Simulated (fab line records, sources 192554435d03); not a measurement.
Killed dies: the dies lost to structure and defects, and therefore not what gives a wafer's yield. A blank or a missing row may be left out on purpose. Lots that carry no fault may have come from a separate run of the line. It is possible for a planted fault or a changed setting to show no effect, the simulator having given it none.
Split-lot study || flow n5_finfet || route with 1938 steps; 7 lots, 21 wafers read

## THE SPLIT ITSELF
At N5_SD_EPI_P_COAT_03 (resist thk 150 nm), the setting spin_rpm was moved away from the recipe's 1500 rpm on 6 of the 21 wafers read, by -8.1% to +11.3%. All remaining wafers had this setting at the recipe value.

## FROM THE SPLIT TO THE READING: what the file shows between them, 6 steps
- N5_SD_EPI_P_EBR_05
- N5_SD_EPI_P_SOFTBAKE_04: time 60 s
- N5_SD_EPI_P_EXPOSE_06: exposes mask SD P BLK, target cd 240 nm
- N5_SD_EPI_P_PEB_07: peb time 60 s
- N5_SD_EPI_P_DEVELOP_08: develop time 30 s
- N5_SD_EPI_P_DESCUM_14: chemistry O2, time 7.9 s

## THE READING
CAR-ArF-block_of_SD_EPI_P_COAT_03.thk_nm (the simulator's own value, which no gauge read), in nm, at N5_SD_EPI_P_ETCH_36 (etches SiARC in CF4, target depth 45.5 nm, time 75.8 s). No usual value for it is given in the file. The 15 wafers here that ran the recipe average 111.2 nm, standard deviation 0.51 nm.

{"wafer": "L075.1", "tool, chamber at the split": "litho_track-03, 0", "spin_rpm as run, rpm": 1500, "against the recipe": "recipe", "CAR-ArF-block_of_SD_EPI_P_COAT_03.thk_nm, nm": 111.6, "against lot-mates on the recipe": "-"}
{"wafer": "L075.4", "tool, chamber at the split": "litho_track-03, 0", "spin_rpm as run, rpm": 1500, "against the recipe": "recipe", "CAR-ArF-block_of_SD_EPI_P_COAT_03.thk_nm, nm": 111.2, "against lot-mates on the recipe": "-"}
{"wafer": "L075.6", "tool, chamber at the split": "litho_track-03, 0", "spin_rpm as run, rpm": 1391, "against the recipe": "-7.3%", "CAR-ArF-block_of_SD_EPI_P_COAT_03.thk_nm, nm": 117.2, "against lot-mates on the recipe": "+5.8"}
{"wafer": "L076.1", "tool, chamber at the split": "litho_track-02, 0", "spin_rpm as run, rpm": 1500, "against the recipe": "recipe", "CAR-ArF-block_of_SD_EPI_P_COAT_03.thk_nm, nm": 111.2, "against lot-mates on the recipe": "-"}
{"wafer": "L076.4", "tool, chamber at the split": "litho_track-02, 0", "spin_rpm as run, rpm": 1500, "against the recipe": "recipe", "CAR-ArF-block_of_SD_EPI_P_COAT_03.thk_nm, nm": 111.4, "against lot-mates on the recipe": "-"}
{"wafer": "L076.6", "tool, chamber at the split": "litho_track-02, 0", "spin_rpm as run, rpm": 1427, "against the recipe": "-4.9%", "CAR-ArF-block_of_SD_EPI_P_COAT_03.thk_nm, nm": 114.4, "against lot-mates on the recipe": "+3.1"}
{"wafer": "L078.1", "tool, chamber at the split": "litho_track-01, 0", "spin_rpm as run, rpm": 1500, "against the recipe": "recipe", "CAR-ArF-block_of_SD_EPI_P_COAT_03.thk_nm, nm": 111.8, "against lot-mates on the recipe": "-"}
{"wafer": "L078.2", "tool, chamber at the split": "litho_track-01, 0", "spin_rpm as run, rpm": 1500, "against the recipe": "recipe", "CAR-ArF-block_of_SD_EPI_P_COAT_03.thk_nm, nm": 112.4, "against lot-mates on the recipe": "-"}
{"wafer": "L078.6", "tool, chamber at the split": "litho_track-01, 0", "spin_rpm as run, rpm": 1500, "against the recipe": "recipe", "CAR-ArF-block_of_SD_EPI_P_COAT_03.thk_nm, nm": 111.6, "against lot-mates on the recipe": "-"}
{"wafer": "L085.1", "tool, chamber at the split": "litho_track-02, 0", "spin_rpm as run, rpm": 1500, "against the recipe": "recipe", "CAR-ArF-block_of_SD_EPI_P_COAT_03.thk_nm, nm": 111, "against lot-mates on the recipe": "-"}
{"wafer": "L085.4", "tool, chamber at the split": "litho_track-02, 0", "spin_rpm as run, rpm": 1669, "against the recipe": "+11.3%", "CAR-ArF-block_of_SD_EPI_P_COAT_03.thk_nm, nm": 103, "against lot-mates on the recipe": -8.0}
{"wafer": "L085.5", "tool, chamber at the split": "litho_track-02, 0", "spin_rpm as run, rpm": 1669, "against the recipe": "+11.3%", "CAR-ArF-block_of_SD_EPI_P_COAT_03.thk_nm, nm": 102.8, "against lot-mates on the recipe": -8.2}
{"wafer": "L089.3", "tool, chamber at the split": "litho_track-01, 0", "spin_rpm as run, rpm": 1500, "against the recipe": "recipe", "CAR-ArF-block_of_SD_EPI_P_COAT_03.thk_nm, nm": 110.6, "against lot-mates on the recipe": "-"}
{"wafer": "L089.5", "tool, chamber at the split": "litho_track-01, 0", "spin_rpm as run, rpm": 1500, "against the recipe": "recipe", "CAR-ArF-block_of_SD_EPI_P_COAT_03.thk_nm, nm": 110.6, "against lot-mates on the recipe": "-"}
{"wafer": "L089.6", "tool, chamber at the split": "litho_track-01, 0", "spin_rpm as run, rpm": 1379, "against the recipe": "-8.1%", "CAR-ArF-block_of_SD_EPI_P_COAT_03.thk_nm, nm": 117.2, "against lot-mates on the recipe": "+6.6"}
{"wafer": "L093.4", "tool, chamber at the split": "litho_track-03, 0", "spin_rpm as run, rpm": 1500, "against the recipe": "recipe", "CAR-ArF-block_of_SD_EPI_P_COAT_03.thk_nm, nm": 111.2, "against lot-mates on the recipe": "-"}
{"wafer": "L093.5", "tool, chamber at the split": "litho_track-03, 0", "spin_rpm as run, rpm": 1500, "against the recipe": "recipe", "CAR-ArF-block_of_SD_EPI_P_COAT_03.thk_nm, nm": 110.8, "against lot-mates on the recipe": "-"}
{"wafer": "L093.6", "tool, chamber at the split": "litho_track-03, 0", "spin_rpm as run, rpm": 1500, "against the recipe": "recipe", "CAR-ArF-block_of_SD_EPI_P_COAT_03.thk_nm, nm": 110.4, "against lot-mates on the recipe": "-"}
{"wafer": "L097.3", "tool, chamber at the split": "litho_track-03, 0", "spin_rpm as run, rpm": 1500, "against the recipe": "recipe", "CAR-ArF-block_of_SD_EPI_P_COAT_03.thk_nm, nm": 111.2, "against lot-mates on the recipe": "-"}
{"wafer": "L097.5", "tool, chamber at the split": "litho_track-03, 0", "spin_rpm as run, rpm": 1500, "against the recipe": "recipe", "CAR-ArF-block_of_SD_EPI_P_COAT_03.thk_nm, nm": 111.6, "against lot-mates on the recipe": "-"}
{"wafer": "L097.6", "tool, chamber at the split": "litho_track-03, 0", "spin_rpm as run, rpm": 1435, "against the recipe": "-4.3%", "CAR-ArF-block_of_SD_EPI_P_COAT_03.thk_nm, nm": 114.4, "against lot-mates on the recipe": "+3.0"}

THE FIT
A straight line over all 21 wafers: CAR-ArF-block_of_SD_EPI_P_COAT_03.thk_nm changes by -0.744 nm for each +1% of spin_rpm; r = -0.99; the points scatter about the line by 0.48 nm.
The same after taking each lot's own level away (the mean of its wafers on the recipe; 21 wafers): -0.739 nm for each +1%; r = -1.00; scatter 0.31 nm.
Per that fit: largest spin_rpm move, reading shift of 8.3 nm.
Measured against the standard deviation above, the lots' own levels, which go from 110.60 to 111.93 nm, span 2.6 times it.
Hence the lot-to-lot level has little effect on the slope; both slopes agree.
Check: with one of the wafers moved furthest among these (+11.3%) left out of the fit, the line predicts -8.44 nm for it against its lot-mates. It came out at -8 nm against them.

## THESE WAFERS: OTHER SPLITS
Before the reading, these wafers also passed through other splits. Each is held against what the fit with the lots' levels taken away leaves over:
{"other split on the same wafers": "N5_ZERO_LAYER_PECVD_02 time_s", "wafers away from the commonest value": 6, "r with CAR-ArF-block_of_SD_EPI_P_COAT_03.thk_nm (lot level and that fit taken away)": -0.16}
{"other split on the same wafers": "N5_PMOS_HMC_CHANNEL_EPI_PEB_07 peb_time_s", "wafers away from the commonest value": 6, "r with CAR-ArF-block_of_SD_EPI_P_COAT_03.thk_nm (lot level and that fit taken away)": -0.32}
{"other split on the same wafers": "N5_FIN_SAQP_PEB_14 peb_time_s", "wafers away from the commonest value": 3, "r with CAR-ArF-block_of_SD_EPI_P_COAT_03.thk_nm (lot level and that fit taken away)": "+0.24"}
{"other split on the same wafers": "N5_DUMMY_GATE_CVD_03 temp_c", "wafers away from the commonest value": 9, "r with CAR-ArF-block_of_SD_EPI_P_COAT_03.thk_nm (lot level and that fit taken away)": -0.06}
{"other split on the same wafers": "N5_DUMMY_GATE_COAT_28 spin_rpm", "wafers away from the commonest value": 9, "r with CAR-ArF-block_of_SD_EPI_P_COAT_03.thk_nm (lot level and that fit taken away)": -0.12}

## THE WHOLE CHAIN: every reading that the file lists as answering this split, in the file's order
{"step": "N5_SD_EPI_P_COAT_03", "what it does": "resist thk 150 nm", "reading": "CAR-ArF-block_of_SD_EPI_P_COAT_03.thk_nm (the simulator's own value, which no gauge read)", "change (the file's fit)": "-0.757 nm for each +1% of the setting", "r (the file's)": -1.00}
{"step": "N5_SD_EPI_P_DEVELOP_08", "what it does": "develop time 30 s", "reading": "CAR-ArF-block_of_SD_EPI_P_COAT_03.thk_nm (the simulator's own value, which no gauge read)", "change (the file's fit)": "-0.77 nm for each +1% of the setting", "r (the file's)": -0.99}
{"step": "N5_SD_EPI_P_ETCH_36", "what it does": "etches SiARC in CF4, target depth 45.5 nm, time 75.8 s", "reading": "CAR-ArF-block_of_SD_EPI_P_COAT_03.thk_nm (the simulator's own value, which no gauge read)", "change (the file's fit)": "-0.747 nm for each +1% of the setting", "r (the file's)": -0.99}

## THE FILE'S OWN FIT
CAR-ArF-block_of_SD_EPI_P_COAT_03.thk_nm changes by -0.747 nm for each +1% of spin_rpm, r = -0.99.
